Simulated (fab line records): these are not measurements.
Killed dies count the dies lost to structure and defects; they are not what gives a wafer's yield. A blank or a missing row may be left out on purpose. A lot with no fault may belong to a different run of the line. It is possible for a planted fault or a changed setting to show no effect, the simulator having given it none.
Chamber matching -- flow n5Finfet -- N5_BEOL_M15_ILD_DEP_00 on pecvd-01 has 3 sister chambers
The step deposits SiO2 from TEOS/O2, target thk 1629.3 nm, time 346.1 s. 14 wafers are shown with their chamber, then 7 later ones without.

## WAFERS WITH THEIR CHAMBER
wafer,chamber,throttleValvePct (%),heaterPowerW (W),heaterPowerOuterW (W)
L074.1,2,18.4,387,204
L074.2,0,18.9,548,257
L074.5,1,19.1,633,338
L077.2,2,18.2,406,217
L077.3,1,19.3,653,368
L077.5,2,18.3,335,159
L081.3,0,18.8,470,205
L081.4,1,19.5,611,342
L081.5,1,19.4,716,434
L084.1,1,19.5,721,415
L084.2,0,18.8,600,296
L084.6,1,19.3,782,491
L082.1,1,19.1,800,467
L082.2,2,18.3,439,233

SIGNATURES (means of the wafers above)
reading,chamber 0,chamber 1,chamber 2,scatter within a chamber
throttleValvePct,18.833,19.314,18.300,0.133
heaterPowerW,539.33,702.29,391.75,64.8
heaterPowerOuterW,252.67,407.86,203.25,51.5
Rule: distance of a wafer from a chamber = root of the sum over the readings of ((wafer's reading minus chamber's mean) / reading's scatter) squared. If the next closest chamber is less than 2 further off than the closest, the wafer can't be placed; otherwise it belongs to the closest. The scatter is the square root of a quotient: the sum, over the shown wafers, of each reading's squared deviation from its chamber's mean, divided by wafers minus chambers.

## WAFERS MISSING THEIR CHAMBER
wafer,throttleValvePct (%),heaterPowerW (W),heaterPowerOuterW (W)
L082.6,19.3,610,339
L083.2,19.3,631,347
L083.4,18.8,604,306
L083.6,19.5,753,452
L092.2,18.8,478,208
L092.4,18.1,422,223
L092.6,19.5,772,442

## THE CHAMBER EACH PASSED THROUGH
wafer,from the rows above,in truth
L082.6,1,1
L083.2,1,1
L083.4,0,0
L083.6,1,1
L092.2,0,0
L092.4,2,2
L092.6,1,1
Correctly placed: 7 of 7. Number that these rows cannot place: 0. Placed wrongly: 0.
